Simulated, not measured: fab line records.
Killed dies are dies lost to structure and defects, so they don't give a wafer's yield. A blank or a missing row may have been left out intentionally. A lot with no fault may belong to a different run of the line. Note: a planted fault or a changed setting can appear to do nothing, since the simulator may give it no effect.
Comparing a struck lot with a sound one :: flow nand harc :: 14 out of 1302 route steps
Sound: the wafers L713.2, L713.3, L713.5. Wafers L714.1, L714.4, L714.6 were the ones struck. The cause is named last.
At each step with rows: each side's tool, then ch and its chambers, then its first start. Under that, the readings that differ: sound wafers :: struck wafers :: difference of the means :: sigmas: that difference in standard deviations of wafers without a fault.
alike: words and numbers the same on both sides, and readings whose means are apart by under 2 such deviations; not compared: readings that were withheld, readings missing a value for some wafer, numbers with overlapping values and no deviation given by the record, and bounds like >300 which may hide the same value.
Wherever a step has rows on one side only, a row that says differs or no value, or a row with sigmas, the two part there. Numbers that have no deviation but don't overlap get no sigmas and don't part them. A reading that every wafer of one side lacks parts them only if that side has two wafers or more.

NHARC_A_BLC_PVD_32: deposits Ti, target thk 5 nm, time 17.7 s.
  sound on pvd sputter-02; struck on pvd sputter-02
  alike: throttle valve pct
NHARC_A_BLC_ALD_23: deposits TiN, target thk 3 nm, pulse time 1 s, ald cycles 150.
  sound on ald metal-01 ch 0,3, day 29 07:42; struck on ald metal-04 ch 2,3, day 29 13:40
  alike: heater power w, precursor pulse height rel
  not compared: since wet clean h
NHARC_A_BLC_CVD_24: deposits W, target thk 150 nm, time 434 s.
  sound on cvd w-02 ch 0,1; struck on cvd w-02 ch 0,1
  alike: heater power w, throttle valve pct
  not compared: since wet clean h
NHARC_A_BLC_CMP_25: polishes, t overpolish 30 s, target thk 150 nm.
  sound on cmp-04 ch 0,2, day 29 08:26; struck on cmp-04 ch 0,2,3, day 29 14:23
  alike: motor current A, overpolish run s, time to endpoint s
next, for these wafers, 1 step has no rows: NHARC_A_BLC_SRD_27.
NHARC_A_BLC_INSPECT_28:
  struck on defect inspect-01, day 29 14:47; sound on defect inspect-02, day 29 08:50
  alike: raw defect count
then, 5 steps without rows for these wafers: NHARC_A_M0_DEP_00 (deposits SiOC, target thk 150 nm); NHARC_A_M0_DEHYDRATE_01 (time 120 s); NHARC_A_M0_HMDS_02 (time 30 s); NHARC_A_M0_COAT_33 (time 65 s); NHARC_A_M0_COAT_03 (resist thk 90 nm).
NHARC_A_M0_SOFTBAKE_04: time 55 s.
  sound on litho track-04 ch 0, day 29 09:00; struck on litho track-01 ch 0, day 29 15:00
reading: heater power total W (W)
sound: 188.37 188.48 188.32
struck: 194.06 194.27 194.31
difference: +5.82
sigmas: +39
next, for these wafers, 1 step has no rows: NHARC_A_M0_EBR_05.
NHARC_END_SORT_01:
  sound on prober-02 ch 0, day 31 00:17; struck on prober-01 ch 0, day 31 06:56
  alike: defect limited yield, killed at array, killed at other, killed at periphery, killed dies, killed open, killed short, sort_bin_2_pct, sort_bin_3_pct, sort_bin_4_pct, sort n pass, sort rim yield pct, sort yield pct

## WHERE THEY PART
Only at NHARC_A_M0_SOFTBAKE_04, within this record. Later steps at which nothing parts them and some readings are alike: NHARC_END_SORT_01.

WHY: whatever the simulator had introduced
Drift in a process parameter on litho track-01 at NHARC_A_M0_SOFTBAKE_04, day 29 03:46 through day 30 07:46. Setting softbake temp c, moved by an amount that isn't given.
